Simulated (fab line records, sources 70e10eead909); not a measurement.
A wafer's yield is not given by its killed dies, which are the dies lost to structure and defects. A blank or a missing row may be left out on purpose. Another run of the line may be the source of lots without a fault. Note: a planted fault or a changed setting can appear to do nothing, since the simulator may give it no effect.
Tool commonality check / flow nand-harc / 1 lot, 3 wafers sampled

WHY IT WAS OPENED
At NHARC_END_SORT_01 the reading killed-at-periphery is flagged on 1 of 1 lot. Fault-free wafers read 4.7, with a standard deviation of 2.9.
Rule: a lot is flagged in two cases, either no wafer of it has a number, or all its wafers with numbers fall more than 4 standard deviations from that mean. All remaining lots are regarded as sound.

lot=L393; measured=day 27 19:38; on=prober-02; killed-at-periphery, wafer by wafer=608 596 614; flag=FLAGGED
Averaged over the flagged lots the numbers come to 606.0, +601.3 from the usual (+99 or more standard deviations).

LOT BY LOT: THE TOOL USED
The record holds 2 process steps before the reading, out of a route of 1302 steps. Every cell lists first the tool, next ch and the chambers used by the sampled wafers, and last the start.
lot=L393; flag=FLAGGED; NHARC_P_ZERO_WELL_ETCH_65=rie-diel-04 ch 2,3, day 5 05:35; NHARC_P_ZERO_WELL_EXPOSE_34=krf-scanner-02 ch 0, day 5 08:11
What these steps do:
- NHARC_P_ZERO_WELL_ETCH_65: etches the open film in N2/H2, target depth 80 nm, overetch 24 nm, time 87.88 s.
- NHARC_P_ZERO_WELL_EXPOSE_34: exposes mask P PWELL, target cd 720 nm.
- NHARC_END_SORT_01

FLAGGED AGAINST TOTAL, ONE TOOL AT A TIME (gauges that did the reading follow at the end)
step=NHARC_P_ZERO_WELL_ETCH_65; tool=rie-diel-04; lots run=1; flagged=1; share of the flagged lots=all; sound lots run after its first flagged lot=0
step=NHARC_P_ZERO_WELL_EXPOSE_34; tool=krf-scanner-02; lots run=1; flagged=1; share of the flagged lots=all; sound lots run after its first flagged lot=0
step=NHARC_END_SORT_01; tool=prober-02; lots run=1; flagged=1; share of the flagged lots=all; sound lots run after its first flagged lot=0

WHAT THE TABLE PERMITS
rie-diel-04 at NHARC_P_ZERO_WELL_ETCH_65, krf-scanner-02 at NHARC_P_ZERO_WELL_EXPOSE_34 and prober-02 at NHARC_END_SORT_01: these 3 rows of the table ran every flagged lot.
- rie-diel-04 at NHARC_P_ZERO_WELL_ETCH_65: 1 of its 1 lot flagged. In this sample it ran no sound lot ahead of its first flagged lot, so there is no way to narrow down the start.
- krf-scanner-02 at NHARC_P_ZERO_WELL_EXPOSE_34: 1 of its 1 lot flagged. In this sample it ran no sound lot ahead of its first flagged lot, so there is no way to narrow down the start.
- prober-02 at NHARC_END_SORT_01: 1 of its 1 lot flagged. In this sample it ran no sound lot ahead of its first flagged lot, so there is no way to narrow down the start.
Counting lots can't tell these 3 tools apart, because each fits a fault that began at some hour. More lots, or a look at what each step does to the wafer, might.

WHAT THE SIMULATOR PUT IN
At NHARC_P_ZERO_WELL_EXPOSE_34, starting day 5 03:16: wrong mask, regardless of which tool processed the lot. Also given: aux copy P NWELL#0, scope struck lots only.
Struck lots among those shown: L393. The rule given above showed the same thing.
